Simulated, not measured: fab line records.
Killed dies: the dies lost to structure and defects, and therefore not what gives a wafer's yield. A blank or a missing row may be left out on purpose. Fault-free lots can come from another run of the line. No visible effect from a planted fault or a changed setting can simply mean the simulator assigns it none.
fab line records	flow n5Finfet
[record] lots = 24	wafers = 72	lastDay = 18
route steps=1938 shown BEOL_M1@839 BEOL_M2@889
lots that met no fault: from a run of the same line without faults
startH: the number of hours between the record's first day and the start of the first shown wafer of the lot	waitH: hours from the lot's prior step to this one	" same as the row above	L1.1+2: one row covering several wafers at once	- either no value or no given start	* or withheld: withheld	< > ~ a bound
route shown NAME@n: a module of which the file shows steps, and the number in the route of the first	usual: average and standard deviation across the fault-free wafers	same: alike in all rows	chamber/n: place in a boat	sites: each site's reading	_std_site: standard deviation across them	_edge_site: inner sites' mean taken away from outer sites' mean	radiusMm: for every site, how far away it sits from the centre of the wafer	mask NAME#n: copy n	behind: tool/chamber where the wafer was last shaped	hold: the reason the lot was held/the length of the hold in hours/how it ended	device: transistor that didn't switch, given as n, p or np	end of line: the same wafers' tests at the end of the route	where a step has no rows: the recipe by itself	killed: the dies lost at the first sort to structure and to defects; this is not the yield of the wafer	map: a wafer's dies, marking killed ones x, the rest . and places with no die _
set.NAME: the setting as run; set.NAME@STEP: as run at that earlier step	model.NAME: the simulator's own value behind a step, which no gauge read
a sample of lots followed through the steps of the route, with each step as a table and each wafer as a row
services: when a tool's chamber went out of use (startH, in hours from the record's first day, below 0 if earlier), for how many hours, and the reason
[[steps]]
[step N5_BEOL_M1_RS_MEAS_58]
[recipe] thkMeasGauge = four-point-probe	reads = Co_of_BEOL_M1_CO_CAP_55+Cu_of_BEOL_M1_ECD_50+Co_of_BEOL_M1_CVD_47+TaN_of_BEOL_M1_ALD_84
[usual] M1_RS = 0.69/0.042
lot.wafer	tool	chamber	startH	waitH	M1_RS[ohm/sq]
L074.2	filmMetro-01	-	143.49	0.1	0.66
L074.4	"	-	"	"	0.65
L074.5	"	-	"	"	0.68
L075.1	filmMetro-01	-	146.61	0.0	0.77
L075.4	"	-	"	"	0.69
L075.6	"	-	"	"	0.70
L076.2	filmMetro-02	-	148.21	0.1	0.75
L076.5	"	-	"	"	0.72
L076.6	"	-	"	"	0.71
L077.1	filmMetro-02	-	151.69	0.0	0.70
L077.4	"	-	"	"	0.65
L077.6	"	-	"	"	0.67
L078.1	filmMetro-02	-	154.45	0.0	0.67
L078.3	"	-	"	"	0.68
L078.6	"	-	"	"	0.66
L079.1	filmMetro-02	-	165.50	0.0	0.74
L079.2	"	-	"	"	0.74
L079.3	"	-	"	"	0.69
L080.3	filmMetro-02	-	177.20	0.1	0.70
L080.4	"	-	"	"	0.71
L080.5	"	-	"	"	0.63
L081.1	filmMetro-01	-	185.64	0.0	0.68
L081.5	"	-	"	"	0.72
L081.6	"	-	"	"	0.71
L082.1	filmMetro-02	-	189.65	0.0	0.79
L082.5	"	-	"	"	0.65
L082.6	"	-	"	"	0.73
L083.2	filmMetro-01	-	193.57	0.1	0.67
L083.3	"	-	"	"	0.70
L083.4	"	-	"	"	0.63
L085.1	filmMetro-01	-	193.63	0.0	0.65
L085.3	"	-	"	"	0.70
L085.4	"	-	"	"	0.62
L084.1	filmMetro-01	-	200.29	0.0	0.69
L084.2	"	-	"	"	0.72
L084.3	"	-	"	"	0.67
L086.1	filmMetro-02	-	204.65	0.0	0.68
L086.3	"	-	"	"	0.67
L086.5	"	-	"	"	0.63
L088.1	filmMetro-02	-	215.29	0.1	0.76
L088.2	"	-	"	"	0.78
L088.5	"	-	"	"	0.68
L087.3	filmMetro-02	-	226.50	0.1	0.69
L087.4	"	-	"	"	0.73
L087.5	"	-	"	"	0.65
L089.1	filmMetro-02	-	229.12	0.0	0.75
L089.4	"	-	"	"	0.72
L089.6	"	-	"	"	0.69
L090.1	filmMetro-02	-	239.15	0.0	0.76
L090.2	"	-	"	"	0.87
L090.3	"	-	"	"	0.69
L091.1	filmMetro-02	-	242.44	0.0	0.69
L091.3	"	-	"	"	0.72
L091.6	"	-	"	"	0.76
L092.1	filmMetro-01	-	252.93	0.0	0.73
L092.4	"	-	"	"	0.64
L092.6	"	-	"	"	0.75
L094.1	filmMetro-02	-	260.54	0.0	0.64
L094.2	"	-	"	"	0.79
L094.5	"	-	"	"	0.74
L093.3	filmMetro-01	-	262.19	0.1	0.73
L093.4	"	-	"	"	0.61
L093.5	"	-	"	"	0.69
L096.1	filmMetro-02	-	263.79	0.1	0.62
L096.2	"	-	"	"	0.75
L096.6	"	-	"	"	0.67
L095.1	filmMetro-02	-	265.51	0.1	0.67
L095.2	"	-	"	"	0.70
L095.5	"	-	"	"	0.73
L097.1	filmMetro-01	-	272.95	0.0	0.69
L097.3	"	-	"	"	0.73
L097.5	"	-	"	"	0.66
[step N5_BEOL_M1_INSPECT_59]
[recipe] inspectInstrument = darkfield	mode = postDep
[usual] rawDefectCount = 70/21
lot.wafer	tool	chamber	startH	waitH	rawDefectCount
L074.2	defectInspect-01	-	143.52	0.0	52
L074.4	"	-	"	"	42
L074.5	"	-	"	"	73
L075.1	defectInspect-01	-	146.64	0.0	80
L075.4	"	-	"	"	59
L075.6	"	-	"	"	68
L076.2	defectInspect-02	-	148.23	0.0	71
L076.5	"	-	"	"	92
L076.6	"	-	"	"	87
L077.1	defectInspect-01	-	151.71	0.0	95
L077.4	"	-	"	"	49
L077.6	"	-	"	"	46
L078.1	defectInspect-01	-	154.48	0.0	58
L078.3	"	-	"	"	58
L078.6	"	-	"	"	73
L079.1	defectInspect-02	-	165.52	0.0	58
L079.2	"	-	"	"	30
L079.3	"	-	"	"	51
L080.3	defectInspect-01	-	177.23	0.0	72
L080.4	"	-	"	"	80
L080.5	"	-	"	"	90
L081.1	defectInspect-01	-	185.67	0.0	112
L081.5	"	-	"	"	97
L081.6	"	-	"	"	145
L082.1	defectInspect-01	-	189.67	0.0	35
L082.5	"	-	"	"	67
L082.6	"	-	"	"	31
L083.2	defectInspect-01	-	193.60	0.0	75
L083.3	"	-	"	"	59
L083.4	"	-	"	"	82
L085.1	defectInspect-02	-	193.66	0.0	68
L085.3	"	-	"	"	66
L085.4	"	-	"	"	70
L084.1	defectInspect-01	-	200.31	0.0	84
L084.2	"	-	"	"	68
L084.3	"	-	"	"	59
L086.1	defectInspect-01	-	204.67	0.0	47
L086.3	"	-	"	"	58
L086.5	"	-	"	"	64
L088.1	defectInspect-02	-	215.32	0.0	50
L088.2	"	-	"	"	47
L088.5	"	-	"	"	31
L087.3	defectInspect-02	-	226.53	0.0	96
L087.4	"	-	"	"	92
L087.5	"	-	"	"	69
L089.1	defectInspect-01	-	229.14	0.0	43
L089.4	"	-	"	"	50
L089.6	"	-	"	"	81
L090.1	defectInspect-01	-	239.18	0.0	80
L090.2	"	-	"	"	78
L090.3	"	-	"	"	67
L091.1	defectInspect-02	-	242.47	0.0	61
L091.3	"	-	"	"	87
L091.6	"	-	"	"	103
L092.1	defectInspect-01	-	252.95	0.0	81
L092.4	"	-	"	"	123
L092.6	"	-	"	"	77
L094.1	defectInspect-02	-	260.57	0.0	81
L094.2	"	-	"	"	80
L094.5	"	-	"	"	79
L093.3	defectInspect-01	-	262.21	0.0	63
L093.4	"	-	"	"	107
L093.5	"	-	"	"	118
L096.1	defectInspect-02	-	263.81	0.0	53
L096.2	"	-	"	"	43
L096.6	"	-	"	"	58
L095.1	defectInspect-02	-	265.54	0.0	59
L095.2	"	-	"	"	78
L095.5	"	-	"	"	88
L097.1	defectInspect-02	-	272.97	0.0	53
L097.3	"	-	"	"	46
L097.5	"	-	"	"	77
[step N5_BEOL_M2_STRIP_36]
[recipe] chemistry = N2/H2	powerW = 450	tempC = 40	pressureMtorr = 20	rfFrequencyHz = 6e+07	overashFraction = 0.3	biasPowerW = 7	h2Frac = 0.5	n2FlowSccm = 200	h2FlowSccm = 200
[usual] chamberPressureMTorr = 20.000/0.03	drypumpMotorCurrentA = 5.9/0.47	oesProductAu = 0.80/0.074	rfVppV = 59.5/1.4	showerheadPlenumPTorr = 2.59/0.086	throttleValvePct = 23.5/0.46
lot.wafer	tool	chamber	startH	waitH	chamberPressureMTorr	drypumpMotorCurrentA	oesProductAu	rfHoursCounterH	rfVppV	showerheadPlenumPTorr	throttleValvePct
L074.2	rieDiel-05	1	150.42	0.0	19.976	5.9	0.75	138	59.5	2.65	24.1
L074.4	"	0	"	"	20.017	6.2	0.90	22	60.9	2.67	22.9
L074.5	"	0	"	"	20.040	6.3	0.90	-	58.0	2.67	22.9
L075.1	rieDiel-06	0	150.44	0.0	20.044	6.3	0.72	191	58.8	2.64	24.1
L075.4	"	3	"	"	20.059	5.0	0.75	-	59.0	2.66	24.0
L075.6	"	1	"	"	19.993	6.5	0.87	-	59.9	2.68	23.3
L076.2	rieDiel-05	1	164.32	0.0	20.006	5.8	0.75	144	59.4	2.65	24.1
L076.5	"	1	"	"	20.032	5.8	0.76	-	59.9	2.65	24.1
L076.6	"	0	"	"	20.022	6.2	0.90	-	59.8	2.67	22.9
L077.1	rieDiel-04	0	164.59	0.0	19.946	5.0	0.87	46	62.8	2.44	23.3
L077.4	"	1	"	"	19.989	5.8	0.70	224	59.4	2.63	23.6
L077.6	"	1	"	"	19.966	5.8	0.70	-	58.1	2.63	23.7
L078.1	rieDiel-05	1	164.69	0.0	19.995	5.8	0.76	144	58.5	2.65	24.1
L078.3	"	2	"	"	20.041	5.4	0.84	72	58.5	2.47	23.2
L078.6	"	0	"	"	20.029	6.2	0.90	-	59.1	2.67	22.9
L079.1	rieDiel-06	0	176.19	0.0	20.016	6.4	0.71	201	58.5	2.63	24.1
L079.2	"	2	"	"	19.999	5.9	1.00	0	56.3	2.46	22.9
L079.3	"	3	"	"	20.010	5.1	0.74	173	59.2	2.65	24.0
L080.3	rieDiel-06	0	185.20	0.0	20.027	6.3	0.71	204	59.6	2.63	24.1
L080.4	"	1	"	"	20.018	6.5	0.86	51	60.6	2.67	23.3
L080.5	"	2	"	"	20.074	5.9	0.98	-	58.4	2.46	22.9
L081.1	rieDiel-05	3	190.79	0.0	19.962	5.8	0.71	223	59.6	2.59	22.7
L081.5	"	0	"	"	19.976	6.3	0.88	-	58.7	2.66	22.9
L081.6	"	1	"	"	20.009	5.8	0.75	-	57.9	2.65	24.1
L082.1	rieDiel-05	2	197.41	0.0	19.997	5.4	0.83	81	57.4	2.47	23.2
L082.5	"	2	"	"	19.991	5.4	0.83	-	58.7	2.47	23.3
L082.6	"	1	"	"	20.035	5.9	0.74	-	57.1	2.65	24.1
L083.2	rieDiel-04	2	200.61	0.0	19.998	6.3	0.81	96	58.4	2.70	23.7
L083.3	"	1	"	"	20.038	5.8	0.69	237	59.9	2.62	23.7
L083.4	"	3	"	"	19.971	6.3	0.83	-	59.3	2.59	23.7
L085.1	rieDiel-05	0	205.69	0.0	20.009	6.2	0.87	41	58.1	2.66	22.9
L085.3	"	2	"	"	20.080	5.4	0.83	84	56.8	2.47	23.3
L085.4	"	1	"	"	19.925	5.9	0.74	157	61.8	2.64	24.1
L084.1	rieDiel-04	2	210.94	0.0	19.998	6.3	0.80	101	57.2	2.70	23.7
L084.2	"	0	"	"	20.001	5.0	0.84	59	58.1	2.44	23.3
L084.3	"	1	"	"	19.964	5.8	0.68	242	59.0	2.62	23.7
L088.1	rieDiel-04	2	220.26	0.0	19.946	6.3	0.79	103	61.6	2.70	23.8
L088.2	"	1	"	"	20.045	5.8	0.69	245	58.3	2.62	23.7
L088.5	"	3	"	"	20.025	6.2	0.83	-	59.3	2.59	23.7
L086.1	rieDiel-06	0	220.39	0.0	19.982	6.3	0.71	214	59.0	2.63	24.1
L086.3	"	3	"	"	20.001	5.0	0.74	187	60.2	2.65	24.0
L086.5	"	2	"	"	20.037	5.9	0.96	-	59.1	2.46	22.9
L087.3	rieDiel-05	3	233.22	0.0	19.978	5.8	0.70	236	58.7	2.58	22.8
L087.4	"	1	"	"	19.964	5.8	0.74	167	58.2	2.64	24.2
L087.5	"	1	"	"	20.017	5.9	0.73	-	60.7	2.64	24.2
L089.1	rieDiel-05	0	237.82	0.0	19.968	6.2	0.85	52	59.9	2.66	22.9
L089.4	"	2	"	"	19.978	5.4	0.82	94	59.2	2.46	23.3
L089.6	"	2	"	"	20.039	5.4	0.81	-	58.9	2.46	23.3
L090.1	rieDiel-04	0	243.84	0.0	20.057	5.0	0.84	70	59.9	2.43	23.3
L090.2	"	3	"	"	19.993	6.3	0.81	101	59.3	2.58	23.7
L090.3	"	2	"	"	20.002	6.3	0.77	112	58.8	2.69	23.8
L091.1	rieDiel-04	3	249.09	0.0	19.981	6.3	0.81	102	57.8	2.58	23.7
L091.3	"	2	"	"	19.971	6.3	0.77	114	63.5	2.69	23.7
L091.6	"	3	"	"	19.985	6.3	0.82	-	58.1	2.58	23.7
L092.1	rieDiel-04	0	262.99	0.0	20.043	5.0	0.83	78	61.4	2.43	23.3
L092.4	"	2	"	"	19.973	6.3	0.79	120	61.1	2.69	23.8
L092.6	"	3	"	"	20.052	6.3	0.82	-	59.1	2.58	23.7
L094.1	rieDiel-06	3	265.66	0.0	19.993	5.0	0.73	203	60.2	2.64	24.0
L094.2	"	2	"	"	19.989	5.9	0.92	29	60.2	2.45	22.9
L094.5	"	1	"	"	19.999	6.5	0.82	-	61.1	2.66	23.3
L093.3	rieDiel-04	0	265.70	0.0	19.953	5.0	0.82	78	61.6	2.43	23.3
L093.4	"	2	"	"	20.010	6.3	0.77	121	58.8	2.69	23.7
L093.5	"	3	"	"	19.970	6.3	0.80	-	59.5	2.58	23.7
L096.1	rieDiel-05	1	269.05	0.0	19.990	5.8	0.72	182	57.1	2.63	24.2
L096.2	"	3	"	"	20.018	5.9	0.70	240	59.9	2.58	22.7
L096.6	"	2	"	"	19.987	5.5	0.79	-	61.0	2.46	23.3
L095.1	rieDiel-06	1	269.24	0.0	19.970	6.5	0.81	79	58.9	2.66	23.3
L095.2	"	2	"	"	20.018	5.9	0.91	31	58.7	2.45	22.9
L095.5	"	3	"	"	19.991	5.1	0.73	-	60.5	2.64	24.0
L097.1	rieDiel-05	3	281.70	0.0	19.952	5.8	0.68	245	58.4	2.58	22.7
L097.3	"	0	"	"	20.025	6.2	0.83	71	57.6	2.65	23.0
L097.5	"	0	"	"	20.024	6.2	0.82	-	60.0	2.65	23.0
[step N5_BEOL_M2_PRE_CLEAN_45]
[recipe] gas = H2/He	timeS = 30	tempC = 250
[usual] heaterPowerW = 362/26
lot.wafer	tool	chamber	startH	waitH	heaterPowerW
L074.2	pvdSputter-03	-	151.18	0.0	373
L074.4	"	-	"	"	334
L074.5	"	-	"	"	329
L075.1	pvdSputter-01	-	151.23	0.0	410
L075.4	"	-	"	"	343
L075.6	"	-	"	"	404
L076.2	pvdSputter-03	-	164.87	0.0	400
L076.5	"	-	"	"	386
L076.6	"	-	"	"	335
L077.1	pvdSputter-03	-	165.07	0.0	398
L077.4	"	-	"	"	357
L077.6	"	-	"	"	346
L078.1	pvdSputter-03	-	165.19	0.0	327
L078.3	"	-	"	"	349
L078.6	"	-	"	"	355
L079.1	pvdSputter-02	-	177.10	0.0	349
L079.2	"	-	"	"	355
L079.3	"	-	"	"	329
L080.3	pvdSputter-02	-	185.92	0.0	339
L080.4	"	-	"	"	330
L080.5	"	-	"	"	332
L081.1	pvdSputter-03	-	192.02	0.0	395
L081.5	"	-	"	"	375
L081.6	"	-	"	"	350
L082.1	pvdSputter-01	-	198.15	0.0	417
L082.5	"	-	"	"	348
L082.6	"	-	"	"	379
L083.2	pvdSputter-01	-	201.49	0.0	374
L083.3	"	-	"	"	407
L083.4	"	-	"	"	409
L085.1	pvdSputter-02	-	206.23	0.0	339
L085.3	"	-	"	"	333
L085.4	"	-	"	"	355
L084.1	pvdSputter-03	-	211.72	0.0	355
L084.2	"	-	"	"	369
L084.3	"	-	"	"	399
L088.1	pvdSputter-03	-	220.81	0.0	363
L088.2	"	-	"	"	326
L088.5	"	-	"	"	357
L086.1	pvdSputter-01	-	220.92	0.0	374
L086.3	"	-	"	"	410
L086.5	"	-	"	"	414
L087.3	pvdSputter-01	-	234.07	0.0	356
L087.4	"	-	"	"	404
L087.5	"	-	"	"	409
L089.1	pvdSputter-02	-	238.35	0.0	332
L089.4	"	-	"	"	354
L089.6	"	-	"	"	342
L090.1	pvdSputter-02	-	244.38	0.0	342
L090.2	"	-	"	"	331
L090.3	"	-	"	"	345
L091.1	pvdSputter-01	-	249.68	0.0	359
L091.3	"	-	"	"	410
L091.6	"	-	"	"	349
L092.1	pvdSputter-01	-	263.54	0.0	407
L092.4	"	-	"	"	345
L092.6	"	-	"	"	369
L094.1	pvdSputter-02	-	266.36	0.0	334
L094.2	"	-	"	"	351
L094.5	"	-	"	"	342
L093.3	pvdSputter-02	-	266.66	0.0	333
L093.4	"	-	"	"	353
L093.5	"	-	"	"	352
L096.1	pvdSputter-01	-	269.96	0.0	357
L096.2	"	-	"	"	396
L096.6	"	-	"	"	377
L095.1	pvdSputter-03	-	270.10	0.0	350
L095.2	"	-	"	"	374
L095.5	"	-	"	"	346
L097.1	pvdSputter-03	-	282.32	0.0	395
L097.3	"	-	"	"	336
L097.5	"	-	"	"	331
[step N5_BEOL_M2_SPUTTER_48]
[recipe] material = Cu	targetThkA = 45	tempC = -20	chamberPressurePa = 0.07	powerW = withheld	timeS = 8.29
[usual] throttleValvePct = 29.7/0.95
lot.wafer	tool	chamber	startH	waitH	throttleValvePct
L074.2	pvdSputter-01	-	151.76	0.2	31.2
L074.4	"	-	"	"	29.3
L074.5	"	-	"	"	29.2
L075.1	pvdSputter-02	-	151.77	0.1	28.8
L075.4	"	-	"	"	29.5
L075.6	"	-	"	"	28.9
L076.2	pvdSputter-02	-	165.54	0.1	28.3
L076.5	"	-	"	"	30.2
L076.6	"	-	"	"	28.6
L077.1	pvdSputter-01	-	165.75	0.1	31.1
L077.4	"	-	"	"	30.5
L077.6	"	-	"	"	29.1
L078.1	pvdSputter-02	-	167.42	1.7	28.9
L078.3	"	-	"	"	30.2
L078.6	"	-	"	"	29.7
L079.1	pvdSputter-01	-	179.46	1.9	31.2
L079.2	"	-	"	"	29.3
L079.3	"	-	"	"	31.1
L080.3	pvdSputter-01	-	188.34	1.9	27.7
L080.4	"	-	"	"	30.8
L080.5	"	-	"	"	30.8
L081.1	pvdSputter-02	-	192.88	0.2	28.5
L081.5	"	-	"	"	28.8
L081.6	"	-	"	"	28.6
L082.1	pvdSputter-03	-	199.48	0.5	30.0
L082.5	"	-	"	"	30.6
L082.6	"	-	"	"	29.8
L083.2	pvdSputter-03	-	204.12	1.6	30.6
L083.3	"	-	"	"	29.7
L083.4	"	-	"	"	30.3
L085.1	pvdSputter-02	-	206.81	0.1	29.2
L085.3	"	-	"	"	29.7
L085.4	"	-	"	"	28.7
L084.1	pvdSputter-03	-	214.16	1.8	29.7
L084.2	"	-	"	"	30.2
L084.3	"	-	"	"	30.9
L088.1	pvdSputter-02	-	221.48	0.1	28.8
L088.2	"	-	"	"	29.7
L088.5	"	-	"	"	29.3
L086.1	pvdSputter-03	-	221.54	0.1	29.9
L086.3	"	-	"	"	31.1
L086.5	"	-	"	"	28.5
L087.3	pvdSputter-01	-	236.53	1.5	27.7
L087.4	"	-	"	"	29.1
L087.5	"	-	"	"	31.4
L089.1	pvdSputter-02	-	238.92	0.1	29.0
L089.4	"	-	"	"	28.5
L089.6	"	-	"	"	29.6
L090.1	pvdSputter-03	-	245.20	0.2	28.6
L090.2	"	-	"	"	30.9
L090.3	"	-	"	"	29.8
L091.1	pvdSputter-01	-	250.56	0.1	31.4
L091.3	"	-	"	"	29.3
L091.6	"	-	"	"	31.1
L092.1	pvdSputter-02	-	264.14	0.1	28.5
L092.4	"	-	"	"	30.2
L092.6	"	-	"	"	29.1
L094.1	pvdSputter-03	-	267.02	0.2	28.8
L094.2	"	-	"	"	29.9
L094.5	"	-	"	"	29.8
L093.3	pvdSputter-02	-	267.54	0.4	30.3
L093.4	"	-	"	"	29.1
L093.5	"	-	"	"	28.6
L095.1	pvdSputter-02	-	270.72	0.2	29.0
L095.2	"	-	"	"	30.4
L095.5	"	-	"	"	30.3
L096.1	pvdSputter-03	-	271.98	1.2	30.1
L096.2	"	-	"	"	28.7
L096.6	"	-	"	"	29.8
L097.1	pvdSputter-03	-	283.22	0.4	29.9
L097.3	"	-	"	"	29.8
L097.5	"	-	"	"	28.9
[step N5_BEOL_M2_SPUTTER_92]
[recipe] material = Cu	targetThkA = 45	tempC = -20	chamberPressurePa = 0.07	powerW = withheld	timeS = 8.29
[usual] throttleValvePct = 29.7/0.93
lot.wafer	tool	chamber	startH	waitH	throttleValvePct
L074.2	pvdSputter-01	-	153.08	0.1	31.2
L074.4	"	-	"	"	29.2
L074.5	"	-	"	"	29.2
L075.1	pvdSputter-02	-	162.05	0.1	29.1
L075.4	"	-	"	"	29.7
L075.6	"	-	"	"	29.1
L076.2	pvdSputter-02	-	166.86	0.1	28.6
L076.5	"	-	"	"	30.4
L076.6	"	-	"	"	29.0
L077.1	pvdSputter-01	-	167.07	0.1	31.3
L077.4	"	-	"	"	30.7
L077.6	"	-	"	"	29.3
L078.1	pvdSputter-02	-	168.74	0.1	28.5
L078.3	"	-	"	"	30.3
L078.6	"	-	"	"	29.6
L079.1	pvdSputter-01	-	180.78	0.1	31.0
L079.2	"	-	"	"	29.3
L079.3	"	-	"	"	30.7
L080.3	pvdSputter-01	-	189.66	0.1	27.5
L080.4	"	-	"	"	30.5
L080.5	"	-	"	"	30.9
L081.1	pvdSputter-02	-	194.20	0.1	28.7
L081.5	"	-	"	"	28.8
L081.6	"	-	"	"	28.4
L082.1	pvdSputter-03	-	200.80	0.1	29.8
L082.5	"	-	"	"	30.7
L082.6	"	-	"	"	30.2
L083.2	pvdSputter-03	-	205.44	0.1	31.0
L083.3	"	-	"	"	29.7
L083.4	"	-	"	"	30.3
L085.1	pvdSputter-02	-	208.13	0.1	29.1
L085.3	"	-	"	"	30.1
L085.4	"	-	"	"	28.6
L084.1	pvdSputter-03	-	215.48	0.1	30.1
L084.2	"	-	"	"	29.9
L084.3	"	-	"	"	31.0
L088.1	pvdSputter-02	-	222.80	0.1	29.2
L088.2	"	-	"	"	29.7
L088.5	"	-	"	"	29.0
L086.1	pvdSputter-03	-	222.86	0.1	29.9
L086.3	"	-	"	"	31.0
L086.5	"	-	"	"	28.4
L087.3	pvdSputter-01	-	237.85	0.1	27.5
L087.4	"	-	"	"	29.4
L087.5	"	-	"	"	31.0
L089.1	pvdSputter-02	-	240.24	0.1	29.1
L089.4	"	-	"	"	28.6
L089.6	"	-	"	"	29.6
L090.1	pvdSputter-03	-	246.52	0.1	28.8
L090.2	"	-	"	"	30.8
L090.3	"	-	"	"	29.7
L091.1	pvdSputter-01	-	251.88	0.1	31.0
L091.3	"	-	"	"	29.2
L091.6	"	-	"	"	31.0
L092.1	pvdSputter-02	-	265.46	0.1	28.8
L092.4	"	-	"	"	30.4
L092.6	"	-	"	"	29.2
L094.1	pvdSputter-03	-	268.34	0.1	28.6
L094.2	"	-	"	"	29.7
L094.5	"	-	"	"	29.8
L093.3	pvdSputter-02	-	268.86	0.1	30.4
L093.4	"	-	"	"	29.0
L093.5	"	-	"	"	28.6
L095.1	pvdSputter-02	-	272.04	0.1	29.2
L095.2	"	-	"	"	30.3
L095.5	"	-	"	"	30.4
L096.1	pvdSputter-03	-	273.30	0.1	30.0
L096.2	"	-	"	"	28.8
L096.6	"	-	"	"	30.0
L097.1	pvdSputter-03	-	284.54	0.1	29.9
L097.3	"	-	"	"	29.7
L097.5	"	-	"	"	28.6
[[services]]
tool	chamber	startH	hours	kind
rieDiel-05	2	133.03	8.9	repair
pvdSputter-02	-	134.32	7.9	repair
rieDiel-04	-	137.93	0.3	repair
rieDiel-06	2	146.63	-	clean
rieDiel-06	2	146.63	18.4	scheduledDown
rieDiel-06	2	146.63	18.4	ventCycle
pvdSputter-02	-	157.03	4.8	repair
rieDiel-06	-	176.36	0.6	repair
pvdSputter-03	-	216.20	4.0	repair
rieDiel-04	1	235.11	-	clean
rieDiel-04	1	235.11	-	consumableReplace:focusRing
rieDiel-04	1	235.11	19.4	scheduledDown
rieDiel-04	1	235.11	19.4	ventCycle
rieDiel-06	0	268.22	15.3	repair
[[key]]
fault none
